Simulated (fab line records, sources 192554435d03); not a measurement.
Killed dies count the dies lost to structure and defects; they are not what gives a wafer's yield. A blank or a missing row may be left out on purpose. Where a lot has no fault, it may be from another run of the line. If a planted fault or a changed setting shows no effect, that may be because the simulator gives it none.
Code-filled problem report in 8D (eight disciplines) form -- flow n5_finfet -- the parts of the form that need people (team, actions taken, sign-off) are left out

## 1. PROBLEM STATEMENT
Mean of spin_speed_rpm at N5_BEOL_M0_SAQP_COAT_69: 1563.1 rpm across 9 wafers in 3 lots; on wafers with no fault it is 1500.0 rpm (standard deviation 1). That is +63 standard deviations from the usual mean.
The step: time 60 s, resist thk 90 nm.
The first sign was on wafer L197.1 at day 9 08:31, on litho_track-04. Wafers with a number at this step in the record: 30, from 10 lots. Rule for "out" (also "out of limits"): further than 4 standard deviations from the usual mean. All remaining wafers that have a number are taken as sound.

## 2. WHAT IT IS, AND WHAT IT ISN'T
question,is,is not
which readings at this step,spin_speed_rpm,-
which lots,"L197, L198, L200","L185, L188, L190, L196, L202, L203, L205"
which wafers of those lots,all that have a number,-
read on which tools,litho_track-04,"litho_track-02, litho_track-03"
when,from day 9 08:31,"up to then (12 sound wafers); but 9 sound wafers of L202, L203, L205 came after"

## 3. SUSPECTS, AND WHAT RULES EACH OUT
Counting: a tool at a process step up to the reading stays a suspect if it ran every lot that is out and no sound lot after the first of them.
- litho_track-04 at N5_BEOL_M0_SAQP_COAT_69 (time 60 s, resist thk 90 nm): kept. It ran every lot that is out, first L197 (day 9 08:31), and no sound lot after that; its last sound lot up to then is L190 (day 7 15:25). On those wafers its own readings are out: spin_speed_rpm.
The count leaves litho_track-04 at N5_BEOL_M0_SAQP_COAT_69.

## 4. THE CAUSE (what the simulator had put in)
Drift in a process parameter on litho_track-04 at N5_BEOL_M0_SAQP_COAT_69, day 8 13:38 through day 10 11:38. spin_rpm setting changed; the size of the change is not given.
Only this tool survived the counting.

## 5. SEQUENCE OF EFFECTS, ordered by route
One row per reading whose mean, taken over the struck wafers that have a number, lies over 3 standard deviations from the usual. Readings are gone through only where the record gives a usual standard deviation; hours: the median, over the lots, of the time from a lot's start at the first step in this table giving one to that lot's start at this step; sigmas: the change measured in usual standard deviations.
hours,step,reading,usual,on struck wafers,change,sigmas
0,N5_BEOL_M0_SAQP_COAT_69,spin_speed_rpm,1500.0 rpm,1563.1,+63.1,+63
Here are the process steps it includes:
- N5_BEOL_M0_SAQP_COAT_69: time 60 s, resist thk 90 nm.
Later steps that measure or inspect, where all struck wafers having a row at the step show a number for every such reading and not one has moved that far: N5_BEOL_M4_RC_MEAS_101.

## 6. WHAT WOULD HAVE CAUGHT IT SOONER
19 hours passed between the start of the fault at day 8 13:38 and the first reading out of limits in this record, taken at day 9 08:31.
